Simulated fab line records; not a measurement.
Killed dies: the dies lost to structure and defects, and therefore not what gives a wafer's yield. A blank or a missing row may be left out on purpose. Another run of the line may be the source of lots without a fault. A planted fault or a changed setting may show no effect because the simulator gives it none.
Split-lot trial / flow n5_finfet / on a route of 1938 steps: 7 lots, 21 wafers read

ABOUT THE SPLIT
At N5_HKMG_FIN_ETCH_55 (etches SOC in N2/H2, target depth 240 nm, time 300 s), the setting time_s was moved away from the recipe's 300 s on 8 of the 21 wafers read, by -19.8% to +19.9%. This setting was run at the recipe's value on the other wafers.

The reading is taken at the split's own step.

THE READING
SiARC_of_HKMG_FIN_COAT_42.thk_nm (the simulator's own value, which no gauge read), in nm, at N5_HKMG_FIN_ETCH_55 (etches SOC in N2/H2, target depth 240 nm, time 300 s). No usual value for it is given in the file. Average 21.3 nm, standard deviation 0.26 nm, over the 13 wafers here run with the recipe.

wafer=L075.1; tool, chamber at the split=rie_diel-03, 3; time_s as run, s=318.9; against the recipe=+6.3%; SiARC_of_HKMG_FIN_COAT_42.thk_nm, nm=20; against lot-mates on the recipe=-1.2
wafer=L075.2; tool, chamber at the split=rie_diel-03, 2; time_s as run, s=300; against the recipe=recipe; SiARC_of_HKMG_FIN_COAT_42.thk_nm, nm=21.2; against lot-mates on the recipe=-
wafer=L075.3; tool, chamber at the split=rie_diel-03, 0; time_s as run, s=300; against the recipe=recipe; SiARC_of_HKMG_FIN_COAT_42.thk_nm, nm=21.2; against lot-mates on the recipe=-
wafer=L077.1; tool, chamber at the split=rie_diel-05, 3; time_s as run, s=259.9; against the recipe=-13.4%; SiARC_of_HKMG_FIN_COAT_42.thk_nm, nm=23.2; against lot-mates on the recipe=+2.0
wafer=L077.2; tool, chamber at the split=rie_diel-05, 0; time_s as run, s=300; against the recipe=recipe; SiARC_of_HKMG_FIN_COAT_42.thk_nm, nm=21.2; against lot-mates on the recipe=-
wafer=L077.5; tool, chamber at the split=rie_diel-05, 0; time_s as run, s=300; against the recipe=recipe; SiARC_of_HKMG_FIN_COAT_42.thk_nm, nm=21.2; against lot-mates on the recipe=-
wafer=L085.1; tool, chamber at the split=rie_diel-04, 0; time_s as run, s=359.6; against the recipe=+19.9%; SiARC_of_HKMG_FIN_COAT_42.thk_nm, nm=18.2; against lot-mates on the recipe=-3.6
wafer=L085.3; tool, chamber at the split=rie_diel-04, 2; time_s as run, s=300; against the recipe=recipe; SiARC_of_HKMG_FIN_COAT_42.thk_nm, nm=21.8; against lot-mates on the recipe=-
wafer=L085.4; tool, chamber at the split=rie_diel-04, 0; time_s as run, s=359.6; against the recipe=+19.9%; SiARC_of_HKMG_FIN_COAT_42.thk_nm, nm=18.4; against lot-mates on the recipe=-3.4
wafer=L088.2; tool, chamber at the split=rie_diel-03, 1; time_s as run, s=240.5; against the recipe=-19.8%; SiARC_of_HKMG_FIN_COAT_42.thk_nm, nm=23.8; against lot-mates on the recipe=+2.6
wafer=L088.3; tool, chamber at the split=rie_diel-03, 0; time_s as run, s=300; against the recipe=recipe; SiARC_of_HKMG_FIN_COAT_42.thk_nm, nm=21.2; against lot-mates on the recipe=-
wafer=L088.6; tool, chamber at the split=rie_diel-03, 2; time_s as run, s=300; against the recipe=recipe; SiARC_of_HKMG_FIN_COAT_42.thk_nm, nm=21.2; against lot-mates on the recipe=-
wafer=L091.2; tool, chamber at the split=rie_diel-04, 2; time_s as run, s=300; against the recipe=recipe; SiARC_of_HKMG_FIN_COAT_42.thk_nm, nm=21.2; against lot-mates on the recipe=-
wafer=L091.3; tool, chamber at the split=rie_diel-04, 3; time_s as run, s=300; against the recipe=recipe; SiARC_of_HKMG_FIN_COAT_42.thk_nm, nm=21.8; against lot-mates on the recipe=-
wafer=L091.6; tool, chamber at the split=rie_diel-04, 2; time_s as run, s=300; against the recipe=recipe; SiARC_of_HKMG_FIN_COAT_42.thk_nm, nm=21; against lot-mates on the recipe=-
wafer=L092.1; tool, chamber at the split=rie_diel-05, 2; time_s as run, s=249.2; against the recipe=-16.9%; SiARC_of_HKMG_FIN_COAT_42.thk_nm, nm=23.8; against lot-mates on the recipe=+2.4
wafer=L092.3; tool, chamber at the split=rie_diel-05, 3; time_s as run, s=249.2; against the recipe=-16.9%; SiARC_of_HKMG_FIN_COAT_42.thk_nm, nm=23.6; against lot-mates on the recipe=+2.2
wafer=L092.4; tool, chamber at the split=rie_diel-05, 3; time_s as run, s=300; against the recipe=recipe; SiARC_of_HKMG_FIN_COAT_42.thk_nm, nm=21.4; against lot-mates on the recipe=-
wafer=L097.2; tool, chamber at the split=rie_diel-03, 1; time_s as run, s=320.8; against the recipe=+6.9%; SiARC_of_HKMG_FIN_COAT_42.thk_nm, nm=20.2; against lot-mates on the recipe=-1.1
wafer=L097.5; tool, chamber at the split=rie_diel-03, 3; time_s as run, s=300; against the recipe=recipe; SiARC_of_HKMG_FIN_COAT_42.thk_nm, nm=21; against lot-mates on the recipe=-
wafer=L097.6; tool, chamber at the split=rie_diel-03, 2; time_s as run, s=300; against the recipe=recipe; SiARC_of_HKMG_FIN_COAT_42.thk_nm, nm=21.6; against lot-mates on the recipe=-

FIT RESULTS
A straight line over all 21 wafers: SiARC_of_HKMG_FIN_COAT_42.thk_nm changes by -0.144 nm for each +1% of time_s; r = -0.99; the points scatter about the line by 0.25 nm.
The same after taking each lot's own level away (the mean of its wafers on the recipe; 21 wafers): -0.154 nm for each +1%; r = -0.99; scatter 0.25 nm.
On that fit, the largest move of time_s shifts the reading by 3.1 nm.
Across the lots, their own levels run from 21.20 to 21.80 nm, a range of 2.3 times the standard deviation given above.
The two slopes agree, so the slope changes little with the lot-to-lot level.
Check: with one of the wafers moved furthest among these (+19.9%) left out of the fit, the line predicts -3.02 nm for it against its lot-mates. It came out at -3.6 nm against them.

THE WHOLE CHAIN: every reading that the file lists as answering this split, in the file's order
step=N5_HKMG_FIN_ETCH_55; what it does=etches SOC in N2/H2, target depth 240 nm, time 300 s; reading=HKMG_FIN.feature_depth_nm (the simulator's own value, which no gauge read); change (the file's fit)=+2.51 nm for each +1% of the setting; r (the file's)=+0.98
step=N5_HKMG_FIN_ETCH_55; what it does=etches SOC in N2/H2, target depth 240 nm, time 300 s; reading=etch.depth_nm (the simulator's own value, which no gauge read); change (the file's fit)=+2.51 nm for each +1% of the setting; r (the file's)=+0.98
step=N5_HKMG_FIN_ETCH_55; what it does=etches SOC in N2/H2, target depth 240 nm, time 300 s; reading=SiARC_of_HKMG_FIN_COAT_42.thk_nm (the simulator's own value, which no gauge read); change (the file's fit)=-0.151 nm for each +1% of the setting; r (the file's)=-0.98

FILE'S OWN FIT
SiARC_of_HKMG_FIN_COAT_42.thk_nm changes by -0.151 nm for each +1% of time_s, r = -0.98.
